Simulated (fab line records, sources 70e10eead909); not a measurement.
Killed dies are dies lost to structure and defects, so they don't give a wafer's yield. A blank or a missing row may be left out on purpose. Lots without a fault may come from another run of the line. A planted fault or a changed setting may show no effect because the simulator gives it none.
Chamber matching | flow nand_harc | NHARC_A_SGD_CUT_DESCUM_14 on rie_diel-09: 4 sister chambers
The step chemistry O2, time 3 s. 4 wafers are shown with their chamber, then 9 later ones without.

WAFERS WITH THEIR CHAMBER
wafer  | chamber | drypump_motor_current_A (A)
L081.6 | 2       | 5.1
L087.2 | 1       | 5.1
L087.3 | 0       | 5.7
L087.4 | 3       | 6.5

WAFERS WITHOUT THEIR CHAMBER
wafer  | drypump_motor_current_A (A)
L088.2 | 5.7
L088.5 | 5.7
L088.6 | 6.5
L090.1 | 5.0
L090.3 | 5.7
L090.4 | 5.1
L093.2 | 5.7
L093.4 | 5.1
L093.5 | 5.7

WHICH CHAMBER EACH WENT THROUGH
wafer  | from the rows above     | in truth
L088.2 | 0                       | 0
L088.5 | 0                       | 0
L088.6 | 3                       | 3
L090.1 | can't be placed: 1 or 2 | 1
L090.3 | 0                       | 0
L090.4 | can't be placed: 1 or 2 | 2
L093.2 | 0                       | 0
L093.4 | can't be placed: 1 or 2 | 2
L093.5 | 0                       | 0
Placed correctly: 6 of 9. Can't be placed from these rows: 3 (the true chamber is among the candidates in 3). Placed wrongly: 0.
How it was worked out, from the rows above alone: a wafer's distance from a chamber is the root of the sum, over the readings, of the square of ((its reading less the chamber's mean) divided by the reading's scatter). The wafer belongs to the nearest chamber; if the next one is less than 2 further off, it can't be placed. A chamber's mean is the mean of its shown wafers. The scatter: with one shown wafer a chamber, the root of the mean of the squares of how far each hidden wafer lies from its nearest shown one.
